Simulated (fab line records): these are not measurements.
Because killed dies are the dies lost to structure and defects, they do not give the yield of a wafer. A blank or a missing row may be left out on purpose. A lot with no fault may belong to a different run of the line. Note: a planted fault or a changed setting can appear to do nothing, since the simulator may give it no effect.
Chamber matching / flow n5Finfet / N5_BEOL_M4_PECVD_72 on pecvd-01: 3 sister chambers
The step deposits SiO2 from TEOS/O2, target thk 16 nm, time 18 s. 27 wafers are shown with their chamber, then 12 later ones without.

EACH WAFER AND ITS CHAMBER
wafer=L078.1; chamber=1; throttleValvePct (%)=22.6; showerheadPlenumPTorr (Torr)=8.87; heaterPowerW (W)=636
wafer=L078.3; chamber=2; throttleValvePct (%)=21.1; showerheadPlenumPTorr (Torr)=8.77; heaterPowerW (W)=1039
wafer=L078.6; chamber=1; throttleValvePct (%)=22.5; showerheadPlenumPTorr (Torr)=8.87; heaterPowerW (W)=634
wafer=L080.1; chamber=2; throttleValvePct (%)=21.2; showerheadPlenumPTorr (Torr)=8.76; heaterPowerW (W)=1044
wafer=L080.3; chamber=2; throttleValvePct (%)=21.1; showerheadPlenumPTorr (Torr)=8.76; heaterPowerW (W)=1055
wafer=L080.4; chamber=1; throttleValvePct (%)=22.5; showerheadPlenumPTorr (Torr)=8.87; heaterPowerW (W)=586
wafer=L079.2; chamber=1; throttleValvePct (%)=22.8; showerheadPlenumPTorr (Torr)=8.85; heaterPowerW (W)=657
wafer=L079.3; chamber=1; throttleValvePct (%)=22.5; showerheadPlenumPTorr (Torr)=8.88; heaterPowerW (W)=647
wafer=L079.5; chamber=1; throttleValvePct (%)=22.5; showerheadPlenumPTorr (Torr)=8.87; heaterPowerW (W)=661
wafer=L082.1; chamber=1; throttleValvePct (%)=22.8; showerheadPlenumPTorr (Torr)=8.89; heaterPowerW (W)=640
wafer=L082.3; chamber=1; throttleValvePct (%)=22.7; showerheadPlenumPTorr (Torr)=8.85; heaterPowerW (W)=666
wafer=L082.6; chamber=2; throttleValvePct (%)=21.1; showerheadPlenumPTorr (Torr)=8.78; heaterPowerW (W)=1006
wafer=L084.3; chamber=1; throttleValvePct (%)=22.5; showerheadPlenumPTorr (Torr)=8.85; heaterPowerW (W)=529
wafer=L084.4; chamber=2; throttleValvePct (%)=21.3; showerheadPlenumPTorr (Torr)=8.79; heaterPowerW (W)=934
wafer=L084.6; chamber=1; throttleValvePct (%)=22.6; showerheadPlenumPTorr (Torr)=8.86; heaterPowerW (W)=529
wafer=L087.1; chamber=2; throttleValvePct (%)=21.3; showerheadPlenumPTorr (Torr)=8.75; heaterPowerW (W)=1027
wafer=L087.4; chamber=0; throttleValvePct (%)=21.3; showerheadPlenumPTorr (Torr)=8.89; heaterPowerW (W)=819
wafer=L087.5; chamber=2; throttleValvePct (%)=21.4; showerheadPlenumPTorr (Torr)=8.77; heaterPowerW (W)=1023
wafer=L086.1; chamber=0; throttleValvePct (%)=21.4; showerheadPlenumPTorr (Torr)=8.89; heaterPowerW (W)=747
wafer=L086.4; chamber=2; throttleValvePct (%)=21.2; showerheadPlenumPTorr (Torr)=8.76; heaterPowerW (W)=863
wafer=L086.5; chamber=1; throttleValvePct (%)=22.5; showerheadPlenumPTorr (Torr)=8.89; heaterPowerW (W)=608
wafer=L085.3; chamber=0; throttleValvePct (%)=21.3; showerheadPlenumPTorr (Torr)=8.90; heaterPowerW (W)=776
wafer=L085.5; chamber=2; throttleValvePct (%)=21.2; showerheadPlenumPTorr (Torr)=8.76; heaterPowerW (W)=988
wafer=L085.6; chamber=0; throttleValvePct (%)=21.3; showerheadPlenumPTorr (Torr)=8.90; heaterPowerW (W)=768
wafer=L089.2; chamber=1; throttleValvePct (%)=22.5; showerheadPlenumPTorr (Torr)=8.87; heaterPowerW (W)=570
wafer=L089.3; chamber=2; throttleValvePct (%)=21.0; showerheadPlenumPTorr (Torr)=8.75; heaterPowerW (W)=997
wafer=L089.5; chamber=0; throttleValvePct (%)=21.5; showerheadPlenumPTorr (Torr)=8.92; heaterPowerW (W)=800

SIGNATURES (averages over the wafers above)
reading=throttleValvePct; chamber 0=21.360; chamber 1=22.583; chamber 2=21.190; scatter within a chamber=0.115
reading=showerheadPlenumPTorr; chamber 0=8.9000; chamber 1=8.8683; chamber 2=8.7650; scatter within a chamber=0.0133
reading=heaterPowerW; chamber 0=782.00; chamber 1=613.58; chamber 2=997.60; scatter within a chamber=50.3
Rule: a wafer lies at a distance from a chamber equal to the root of the sum of squares, over the readings, of (its reading less the chamber's mean, divided by the reading's scatter). If the next closest chamber is less than 2 further off than the closest, the wafer can't be placed; otherwise it belongs to the closest. How the scatter is found: for the shown wafers, subtract from each reading the mean of its chamber, square and add these, divide the total by (wafers less chambers), then take the root.

WAFERS WHOSE CHAMBER IS MISSING
wafer=L092.2; throttleValvePct (%)=22.3; showerheadPlenumPTorr (Torr)=8.87; heaterPowerW (W)=591
wafer=L092.3; throttleValvePct (%)=21.2; showerheadPlenumPTorr (Torr)=8.78; heaterPowerW (W)=1040
wafer=L092.6; throttleValvePct (%)=21.5; showerheadPlenumPTorr (Torr)=8.89; heaterPowerW (W)=800
wafer=L095.2; throttleValvePct (%)=22.7; showerheadPlenumPTorr (Torr)=8.87; heaterPowerW (W)=596
wafer=L095.4; throttleValvePct (%)=21.3; showerheadPlenumPTorr (Torr)=8.91; heaterPowerW (W)=758
wafer=L095.5; throttleValvePct (%)=21.1; showerheadPlenumPTorr (Torr)=8.78; heaterPowerW (W)=934
wafer=L096.3; throttleValvePct (%)=21.3; showerheadPlenumPTorr (Torr)=8.88; heaterPowerW (W)=726
wafer=L096.4; throttleValvePct (%)=21.4; showerheadPlenumPTorr (Torr)=8.77; heaterPowerW (W)=1056
wafer=L096.5; throttleValvePct (%)=22.4; showerheadPlenumPTorr (Torr)=8.89; heaterPowerW (W)=655
wafer=L097.1; throttleValvePct (%)=22.6; showerheadPlenumPTorr (Torr)=8.85; heaterPowerW (W)=558
wafer=L097.3; throttleValvePct (%)=21.2; showerheadPlenumPTorr (Torr)=8.90; heaterPowerW (W)=818
wafer=L097.4; throttleValvePct (%)=21.4; showerheadPlenumPTorr (Torr)=8.75; heaterPowerW (W)=906

CHAMBER TAKEN BY EACH
wafer=L092.2; from the rows above=1; in truth=1
wafer=L092.3; from the rows above=2; in truth=2
wafer=L092.6; from the rows above=0; in truth=0
wafer=L095.2; from the rows above=1; in truth=1
wafer=L095.4; from the rows above=0; in truth=0
wafer=L095.5; from the rows above=2; in truth=2
wafer=L096.3; from the rows above=0; in truth=0
wafer=L096.4; from the rows above=2; in truth=2
wafer=L096.5; from the rows above=1; in truth=1
wafer=L097.1; from the rows above=1; in truth=1
wafer=L097.3; from the rows above=0; in truth=0
wafer=L097.4; from the rows above=2; in truth=2
Correctly placed: 12 of 12. Not placeable from these rows: 0. Wrongly placed: 0.
